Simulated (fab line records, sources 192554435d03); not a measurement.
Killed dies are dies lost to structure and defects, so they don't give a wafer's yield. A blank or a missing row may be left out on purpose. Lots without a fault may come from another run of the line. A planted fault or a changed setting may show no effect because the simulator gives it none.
Split-lot experiment | flow n5_finfet | 7 lots, 21 wafers read, on a route of 1938 steps

THE SPLIT
At N5_MOL_CONTACT_COAG_COAT_64 (time 60 s, resist thk 10 nm), the setting spin_rpm was moved away from the recipe's 1500 rpm on 6 of the 21 wafers read, by -11.1% to +3.1%. The other wafers ran this setting at the recipe's value.

FROM THE SPLIT TO THE READING: what the file shows between them, 6 steps
- N5_MOL_CONTACT_COAG_COAT_34: resist thk 40 nm
- N5_MOL_CONTACT_COAG_EBR_36
- N5_MOL_CONTACT_COAG_DESCUM_45: chemistry O2, time 7 s
- N5_MOL_CONTACT_COAG_ETCH_65: etches underlayer in N2/H2, target depth 13 nm, time 10.4 s
- N5_MOL_CONTACT_COAG_ETCH_66: etches SiARC in CF4, target depth 13 nm, time 21.7 s
- N5_MOL_CONTACT_COAG_ALD_133: deposits SiO2, target thk 5 nm, pulse time 1 s, co reactant pulse time 1 s

THE READING
CAR-EUV_of_MOL_CONTACT_COAG_COAT_34.thk_nm (the simulator's own value, which no gauge read), in nm, at N5_MOL_CONTACT_COAG_ETCHBACK_134 (etches SiO2 in CHF3, target depth 10 nm, time 6.7 s). The file gives no usual value for it. The 15 wafers here that ran the recipe average 15.5 nm, standard deviation 0.14 nm.

wafer  | tool, chamber at the split | spin_rpm as run, rpm | against the recipe | CAR-EUV_of_MOL_CONTACT_COAG_COAT_34.thk_nm, nm | against lot-mates on the recipe
L080.1 | litho_track-05, 0          | 1500                 | recipe             | 15.8                                           | -
L080.5 | litho_track-05, 0          | 1500                 | recipe             | 15.8                                           | -
L080.4 | litho_track-05, 0          | 1500                 | recipe             | 15.4                                           | -
L083.1 | litho_track-05, 0          | 1333                 | -11.1%             | 14.8                                           | -0.8
L083.5 | litho_track-05, 0          | 1333                 | -11.1%             | 14.8                                           | -0.8
L083.4 | litho_track-05, 0          | 1500                 | recipe             | 15.6                                           | -
L085.3 | litho_track-02, 0          | 1500                 | recipe             | 15.6                                           | -
L085.5 | litho_track-02, 0          | 1500                 | recipe             | 15.4                                           | -
L085.6 | litho_track-02, 0          | 1423                 | -5.1%              | 15.2                                           | -0.3
L087.1 | litho_track-03, 0          | 1500                 | recipe             | 15.4                                           | -
L087.2 | litho_track-03, 0          | 1500                 | recipe             | 15.4                                           | -
L087.6 | litho_track-03, 0          | 1500                 | recipe             | 15.6                                           | -
L088.1 | litho_track-05, 0          | 1415                 | -5.7%              | 15.2                                           | -0.4
L088.2 | litho_track-05, 0          | 1415                 | -5.7%              | 15.2                                           | -0.4
L088.6 | litho_track-05, 0          | 1500                 | recipe             | 15.6                                           | -
L095.1 | litho_track-05, 0          | 1500                 | recipe             | 15.4                                           | -
L095.3 | litho_track-05, 0          | 1500                 | recipe             | 15.6                                           | -
L095.4 | litho_track-05, 0          | 1546                 | +3.1%              | 15.8                                           | +0.3
L096.3 | litho_track-03, 0          | 1500                 | recipe             | 15.6                                           | -
L096.6 | litho_track-03, 0          | 1500                 | recipe             | 15.6                                           | -
L096.5 | litho_track-03, 0          | 1500                 | recipe             | 15.4                                           | -

THE FIT
A straight line over all 21 wafers: CAR-EUV_of_MOL_CONTACT_COAG_COAT_34.thk_nm changes by +0.067 nm for each +1% of spin_rpm; r = +0.91; the points scatter about the line by 0.12 nm.
The same after taking each lot's own level away (the mean of its wafers on the recipe; 21 wafers): +0.0722 nm for each +1%; r = +0.94; scatter 0.11 nm.
On that fit, the largest move of spin_rpm shifts the reading by 0.8 nm.
The lots' own levels span 15.47 to 15.67 nm, that is 1.5 times the standard deviation above.
So the lot-to-lot level changes the slope little: the two slopes agree.
Check: with one of the wafers moved furthest among these (-11.1%) left out of the fit, the line predicts -0.792 nm for it against its lot-mates. It came out at -0.8 nm against them.

OTHER SPLITS ON THESE WAFERS
These wafers also went through other splits before the reading. Each is held against what the fit with the lots' levels taken away leaves over:
other split on the same wafers               | wafers away from the commonest value | r with CAR-EUV_of_MOL_CONTACT_COAG_COAT_34.thk_nm (lot level and that fit taken away)
N5_HKMG_FIN_ETCH_54 bias_w                   | 6                                    | +0.10
N5_HKMG_FIN_ETCH_55 time_s                   | 5                                    | +0.12
N5_HKMG_FIN_COAT_29 spin_rpm                 | 12                                   | -0.16
N5_HKMG_FIN_PEB_10 peb_time_s                | 11                                   | +0.24
N5_MOL_CONTACT_COAG_CONTACT_ETCH_14 source_w | 7                                    | +0.03

THE WHOLE CHAIN: every reading that the file lists as answering this split, in the file's order
step                             | what it does                                                | reading                                                                                        | change (the file's fit)                | r (the file's)
N5_MOL_CONTACT_COAG_COAT_64      | time 60 s, resist thk 10 nm                                 | underlayer_of_MOL_CONTACT_COAG_COAT_64.thk_nm (the simulator's own value, which no gauge read) | -0.0546 nm for each +1% of the setting | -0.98
N5_MOL_CONTACT_COAG_ETCH_65      | etches underlayer in N2/H2, target depth 13 nm, time 10.4 s | etch.depth_nm (the simulator's own value, which no gauge read)                                 | -0.0535 nm for each +1% of the setting | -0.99
N5_MOL_CONTACT_COAG_ETCHBACK_134 | etches SiO2 in CHF3, target depth 10 nm, time 6.7 s         | CAR-EUV_of_MOL_CONTACT_COAG_COAT_34.thk_nm (the simulator's own value, which no gauge read)    | +0.0711 nm for each +1% of the setting | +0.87

THE FILE'S OWN FIT
CAR-EUV_of_MOL_CONTACT_COAG_COAT_34.thk_nm changes by +0.0711 nm for each +1% of spin_rpm, r = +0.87.
